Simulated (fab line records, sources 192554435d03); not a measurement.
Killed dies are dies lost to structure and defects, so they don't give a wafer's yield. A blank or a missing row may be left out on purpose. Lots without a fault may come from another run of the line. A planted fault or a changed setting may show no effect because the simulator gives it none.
Chamber matching | flow n5_finfet | N5_STI_FIN_REVEAL_ETCH_34 on rie_si-05: 4 sister chambers
The step etches Si in H2, material Si, target depth 0.97 nm. 20 wafers are shown with their chamber, then 10 later ones without.

WAFERS WITH THEIR CHAMBER
wafer  | chamber | drypump_motor_current_A (A) | oes_product_au (a.u.)
L079.1 | 1       | 5.7                         | 0.992
L079.2 | 2       | 6.4                         | 1.002
L079.3 | 3       | 5.3                         | 1.019
L079.4 | 0       | 5.3                         | 1.001
L079.5 | 2       | 6.4                         | 1.008
L079.6 | 1       | 5.7                         | 0.990
L081.1 | 0       | 5.3                         | 1.004
L081.2 | 1       | 5.7                         | 1.003
L081.3 | 2       | 6.5                         | 1.024
L081.4 | 3       | 5.3                         | 1.012
L081.5 | 0       | 5.3                         | 1.003
L081.6 | 3       | 5.4                         | 1.009
L082.2 | 1       | 5.7                         | 1.000
L082.3 | 3       | 5.3                         | 1.018
L082.6 | 2       | 6.4                         | 1.019
L092.2 | 3       | 5.4                         | 1.017
L092.4 | 1       | 5.7                         | 0.988
L092.6 | 1       | 5.7                         | 0.993
L094.1 | 0       | 5.3                         | 0.995
L094.2 | 3       | 5.3                         | 1.016

SIGNATURES (means of the wafers above)
reading                 | chamber 0 | chamber 1 | chamber 2 | chamber 3 | scatter within a chamber
drypump_motor_current_A | 5.300     | 5.700     | 6.425     | 5.333     | 0.0361
oes_product_au          | 1.00075   | 0.99433   | 1.01325   | 1.01517   | 0.00612
Rule: a wafer's distance from a chamber is the root of the sum, over the readings, of the square of ((its reading less the chamber's mean) divided by the reading's scatter). The wafer belongs to the nearest chamber; if the next one is less than 2 further off, it can't be placed. The scatter: the root of (the sum of the squares of (reading less its chamber's mean) over the shown wafers, divided by (wafers less chambers)).

WAFERS WITHOUT THEIR CHAMBER
wafer  | drypump_motor_current_A (A) | oes_product_au (a.u.)
L094.3 | 5.7                         | 0.998
L095.3 | 5.7                         | 1.000
L095.5 | 5.3                         | 0.994
L095.6 | 5.3                         | 1.016
L097.1 | 5.3                         | 1.020
L097.2 | 5.7                         | 0.994
L097.3 | 5.3                         | 0.998
L097.4 | 6.4                         | 1.010
L097.5 | 5.3                         | 0.994
L097.6 | 5.7                         | 1.003

WHICH CHAMBER EACH WENT THROUGH
wafer  | from the rows above     | in truth
L094.3 | 1                       | 1
L095.3 | 1                       | 1
L095.5 | 0                       | 0
L095.6 | can't be placed: 3 or 0 | 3
L097.1 | can't be placed: 3 or 0 | 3
L097.2 | 1                       | 1
L097.3 | 0                       | 0
L097.4 | 2                       | 2
L097.5 | 0                       | 0
L097.6 | 1                       | 1
Placed correctly: 8 of 10. Can't be placed from these rows: 2 (the true chamber is among the candidates in 2). Placed wrongly: 0.
